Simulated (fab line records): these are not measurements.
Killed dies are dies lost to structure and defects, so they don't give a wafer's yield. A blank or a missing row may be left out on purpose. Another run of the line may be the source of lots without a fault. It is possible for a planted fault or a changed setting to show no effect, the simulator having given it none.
fab line records	flow n5Finfet	part 2 of 2: steps 20 to 28 of 28
[record] lots = 5	wafers = 15	lastDay = 17
route steps=1938 shown BEOL_M14@1744
lots that met no fault: taken from a fault-free run of the same line
startH: start of the lot's first displayed wafer, in hours after the record's first day	waitH: hours from the lot's prior step to this one	" identical to the entry in the row above	L1.1+2: a row that stands for several wafers	- no value, or no start given	* or withheld: withheld	< > ~ a bound
route shown NAME@n: a module of which the file shows steps, and the number in the route of the first	usual: average and standard deviation across the fault-free wafers	same: alike in all rows	chamber/n: place in a boat	sites: each site's reading	_std_site: standard deviation of those values	_edge_site: outer sites' mean less inner sites'	radiusMm: for every site, how far away it sits from the centre of the wafer	mask NAME#n: copy n	behind: the last tool/chamber to shape the wafer	hold: reason for holding the lot/hours on hold/outcome of the hold	device: which transistor (n, p or np) failed to switch	end of line: tests run on the same wafers once the route is complete	step lacking rows: just its recipe	killed: count of dies lost to structure and defects at first sort (not the wafer's yield)	map: the dies of a wafer, with x for killed, . for not killed, _ for no die there
set.NAME: setting as actually run; set.NAME@STEP: the setting as run at that earlier step	model.NAME: the simulator's own value behind a step, which no gauge read
lots at selected steps of the route; one table per step, one row per wafer
services: from which hour (startH, from the record's first day; less than 0 if before it) a tool's chamber was out of use, for how many hours, and why
[[steps]]
[step N5_BEOL_M14_SPUTTER_44]
[recipe] material = Ta	targetThkA = 150	tempC = 50	biasV = 80	powerW = 15000	chamberPressurePa = 0.07	timeS = 24.19
[usual] chamberPressurePa = 0.07001/0.00013	susceptorTempC = 50.00/0.12	throttleValvePct = 30.2/1
lot.wafer	tool	chamber	startH	waitH	chamberPressurePa	susceptorTempC	throttleValvePct
L080.1	pvdSputter-01	-	273.62	0.0	0.07005	50.02	28.7
L080.4	"	-	"	"	0.06994	49.93	29.4
L080.6	"	-	"	"	0.07004	50.05	28.6
L087.2	pvdSputter-02	-	329.31	0.0	0.07026	50.18	31.2
L087.4	"	-	"	"	0.07014	50.29	29.8
L087.6	"	-	"	"	0.07018	49.97	30.9
L092.1	pvdSputter-02	-	375.72	0.0	0.0699	50.03	31.2
L092.2	"	-	"	"	0.07009	49.91	29.7
L092.3	"	-	"	"	0.07019	49.89	30.9
L093.2	pvdSputter-03	-	381.83	0.0	0.06997	49.97	29.0
L093.3	"	-	"	"	0.07007	50.10	28.6
L093.6	"	-	"	"	0.06995	49.74	31.4
L097.1	pvdSputter-02	-	382.80	0.0	0.07005	50.12	31.0
L097.4	"	-	"	"	0.07004	50.01	29.4
L097.6	"	-	"	"	0.0699	49.90	31.1
[step N5_BEOL_M14_SPUTTER_45]
[recipe] material = Cu	targetThkA = 1000	tempC = -20	biasV = 60	powerW = 26000	chamberPressurePa = 0.13	timeS = 16.67
[usual] chamberPressurePa = 0.12998/0.00027	susceptorTempC = -20.01/0.1	throttleValvePct = 30.2/1
lot.wafer	tool	chamber	startH	waitH	chamberPressurePa	susceptorTempC	throttleValvePct
L080.1	pvdSputter-01	-	273.70	0.0	0.13012	-20.05	28.5
L080.4	"	-	"	"	0.12959	-20.12	29.2
L080.6	"	-	"	"	0.13025	-20.03	28.7
L087.2	pvdSputter-02	-	329.39	0.0	0.1299	-20.05	31.0
L087.4	"	-	"	"	0.12984	-19.97	29.6
L087.6	"	-	"	"	0.13008	-20.27	31.2
L092.1	pvdSputter-02	-	375.80	0.0	0.12994	-20.08	30.8
L092.2	"	-	"	"	0.13004	-20.02	29.3
L092.3	"	-	"	"	0.13016	-19.94	31.1
L093.2	pvdSputter-03	-	381.91	0.0	0.12982	-19.91	29.4
L093.3	"	-	"	"	0.12981	-20.15	28.7
L093.6	"	-	"	"	0.13035	-20.25	31.4
L097.1	pvdSputter-02	-	382.88	0.0	0.12974	-20.23	31.1
L097.4	"	-	"	"	0.12974	-20.07	29.5
L097.6	"	-	"	"	0.12994	-19.99	31.4
[step N5_BEOL_M14_ECD_47]
[recipe] material = Cu	targetThkA = 12480
lot.wafer	tool	chamber	startH	waitH
L080.1+4+6	ecdCu-01	1,1,0	273.81	0.1
L087.2+4+6	ecdCu-02	1,1,0	329.51	0.1
L092.1+2+3	ecdCu-01	1,0,0	375.92	0.1
L093.2+3+6	ecdCu-01	1,1,0	382.03	0.1
L097.1+4+6	ecdCu-01	0	383.00	0.1
[step N5_BEOL_M14_ANNEAL_48]
[recipe] tempC = 225	timeS = 90	ambient = N2
[usual] annealTempC = 224.99/0.16	annealTempCMax = 225.9/0.33	wafer_temp_C_max = 225.80/0.28
lot.wafer	tool	chamber	startH	waitH	annealTempC	annealTempCMax	wafer_temp_C_max
L080.1	rtpAnneal-02	0	275.00	1.1	225.07	225.7	225.74
L080.4	"	0	"	"	224.86	225.6	225.68
L080.6	"	0	"	"	224.83	225.4	225.71
L087.2	rtpAnneal-01	0	329.76	0.2	224.87	225.9	225.76
L087.4	"	0	"	"	225.03	226.2	226.01
L087.6	"	0	"	"	225.08	226.2	225.78
L092.1	rtpAnneal-01	0	376.11	0.1	225.07	226.5	225.73
L092.2	"	0	"	"	224.86	226.3	226.12
L092.3	"	0	"	"	225.12	226.5	226.01
L093.2	rtpAnneal-01	0	382.58	0.5	224.90	225.9	225.92
L093.3	"	0	"	"	224.95	226.0	225.76
L093.6	"	0	"	"	225.10	226.3	225.80
L097.1	rtpAnneal-02	0	383.19	0.1	224.85	225.4	225.50
L097.4	"	0	"	"	225.16	225.7	225.67
L097.6	"	0	"	"	224.96	225.6	225.31
[step N5_BEOL_M14_CMP_49]
[recipe] stopOn = SiO2	tOverpolishS = 5.2	downForcePsi = 2	platenRpm = 80	clearingPlatenDownForcePsi = 2	clearingPlatenRpm = 80	postCmpClean = cuAlkaline	targetThkNm = 560	clearingPlatenPadVelocityMS = 1.5917	padVelocityMS = 1.5917
[usual] barrierFieldEndpointS = 11.4/0.3	motorCurrentA = 8.5/1	overpolishRunS = 5.201/0.0087	timeToEndpointS = 123/4.7
lot.wafer	tool	chamber	startH	waitH	barrierFieldEndpointS	motorCurrentA	overpolishRunS	timeToEndpointS
L080.1	cmp-02	0	275.30	0.3	11.2	8.6	5.202	121
L080.4	"	1	"	"	11.1	7.6	5.185	120
L080.6	"	1	"	"	11.0	7.9	5.207	119
L087.2	cmp-02	0	330.09	0.3	11.5	8.8	5.189	124
L087.4	"	1	"	"	11.4	7.6	5.200	121
L087.6	"	3	"	"	11.4	7.5	5.189	120
L092.3	cmp-03	0	376.45	0.2	11.3	10.1	5.189	121
L092.1	"	1	"	"	12.0	8.8	5.206	129
L092.2	"	2	"	"	11.6	9.8	5.197	127
L093.3	cmp-02	2	382.84	0.2	11.1	8.0	5.208	118
L093.2	"	0	"	"	11.4	8.5	5.208	123
L093.6	"	2	"	"	11.3	8.0	5.205	115
L097.4	cmp-03	2	383.58	0.2	11.6	9.3	5.207	127
L097.1	"	3	"	"	11.6	9.4	5.202	125
L097.6	"	0	"	"	11.1	10.4	5.211	117
[step N5_BEOL_M14_THK_MEAS_50]
[recipe] thkMeasGauge = xrf	reads = Cu_of_BEOL_M14_ECD_47
[usual] M14_THK = 564/14
lot.wafer	tool	chamber	startH	waitH	M14_THK[nm]
L080.1	filmMetro-02	-	275.59	-	549
L080.4	"	-	"	"	551
L080.6	"	-	"	"	550
L087.2	filmMetro-01	-	330.31	-	569
L087.4	"	-	"	"	552
L087.6	"	-	"	"	552
L092.1	filmMetro-01	-	376.70	-	561
L092.2	"	-	"	"	549
L092.3	"	-	"	"	560
L093.2	filmMetro-01	-	383.14	-	565
L093.3	"	-	"	"	569
L093.6	"	-	"	"	563
L097.1	filmMetro-01	-	383.79	-	562
L097.4	"	-	"	"	544
L097.6	"	-	"	"	542
[step N5_BEOL_M14_PRE_CLEAN_52]
[recipe] gas = NH3	timeS = 15	tempC = withheld	rfPowerW = 300
lot.wafer	tool	chamber	startH	waitH
L080.1+4+6	pecvd-04	1,1,2	275.63	0.0
L087.2+4+6	pecvd-04	0,1,2	330.35	0.0
L092.1+2+3	pecvd-03	2,0,1	376.74	0.0
L093.2+3+6	pecvd-04	2,1,0	383.17	0.0
L097.1+4+6	pecvd-03	1,0,1	383.83	0.0
[step N5_BEOL_M14_DEP_53]
[recipe] material = SiCN	targetThkA = 500	tempC = withheld	precursor = 3MS/NH3	pressureTorr = 3	rfW = 675	timeS = 17.8
[usual] showerheadPlenumPTorr = 4.157/0.022	throttleValvePct = 17.9/1.1
lot.wafer	tool	chamber	startH	waitH	showerheadPlenumPTorr	throttleValvePct
L080.1	pecvd-04	1	275.65	0.0	4.130	17.4
L080.4	"	1	"	"	4.126	17.5
L080.6	"	2	"	"	4.168	16.6
L087.2	pecvd-04	0	330.37	0.0	4.164	17.2
L087.4	"	1	"	"	4.130	17.6
L087.6	"	2	"	"	4.170	16.5
L092.1	pecvd-03	2	376.76	0.0	4.140	17.4
L092.2	"	0	"	"	4.162	18.6
L092.3	"	1	"	"	4.172	20.4
L093.2	pecvd-04	2	383.20	0.0	4.167	17.1
L093.3	"	1	"	"	4.127	17.7
L093.6	"	0	"	"	4.179	17.2
L097.1	pecvd-03	1	383.86	0.0	4.173	20.1
L097.4	"	0	"	"	4.159	18.6
L097.6	"	1	"	"	4.169	20.1
[step N5_BEOL_M14_RS_MEAS_54]
[recipe] thkMeasGauge = four-point-probe	reads = Cu_of_BEOL_M14_ECD_47+Ta_of_BEOL_M14_SPUTTER_44+TaN_of_BEOL_M14_SPUTTER_43
[usual] M14_RS = 0.0334/0.00075
lot.wafer	tool	chamber	startH	waitH	M14_RS[ohm/sq]
L080.1	filmMetro-02	-	275.72	0.0	0.0342
L080.4	"	-	"	"	0.0342
L080.6	"	-	"	"	0.0342
L087.2	filmMetro-02	-	330.44	0.1	0.0325
L087.4	"	-	"	"	0.0338
L087.6	"	-	"	"	0.0337
L092.1	filmMetro-01	-	376.83	0.0	0.0329
L092.2	"	-	"	"	0.0335
L092.3	"	-	"	"	0.0334
L093.2	filmMetro-01	-	383.27	0.1	0.0334
L093.3	"	-	"	"	0.0331
L093.6	"	-	"	"	0.0333
L097.1	filmMetro-01	-	383.92	0.0	0.0334
L097.4	"	-	"	"	0.0344
L097.6	"	-	"	"	0.0345
[[services]]
tool	chamber	startH	hours	kind
pecvd-03	-	252.74	1.0	repair
rieDiel-03	2	254.30	-	clean
rieDiel-03	2	254.30	-	consumableReplace:focusRing
rieDiel-03	2	254.30	22.5	scheduledDown
rieDiel-03	2	254.30	22.5	ventCycle
rtpAnneal-01	-	272.61	3.5	pm
rieDiel-01	0	275.58	5.2	repair
cmp-02	-	277.63	3.8	repair
cmp-03	-	285.31	2.6	repair
rieDiel-03	1	302.27	7.5	repair
cmp-02	-	302.98	4.0	pm
ecdCu-01	-	308.32	10.0	repair
rieDiel-03	3	315.27	-	clean
rieDiel-03	3	315.27	-	consumableReplace:focusRing
rieDiel-03	3	315.27	38.3	scheduledDown
rieDiel-01	0	317.42	11.6	repair
rieDiel-01	3	320.48	100.8	repair
rieDiel-03	2	326.80	3.5	repair
cmp-03	-	332.12	1.7	repair
cmp-03	-	341.61	4.0	pm
cmp-02	-	354.18	12.6	pm
rieDiel-03	3	360.01	6.0	repair
cmp-03	-	363.86	4.9	pm
rieDiel-01	0	381.53	9.7	repair
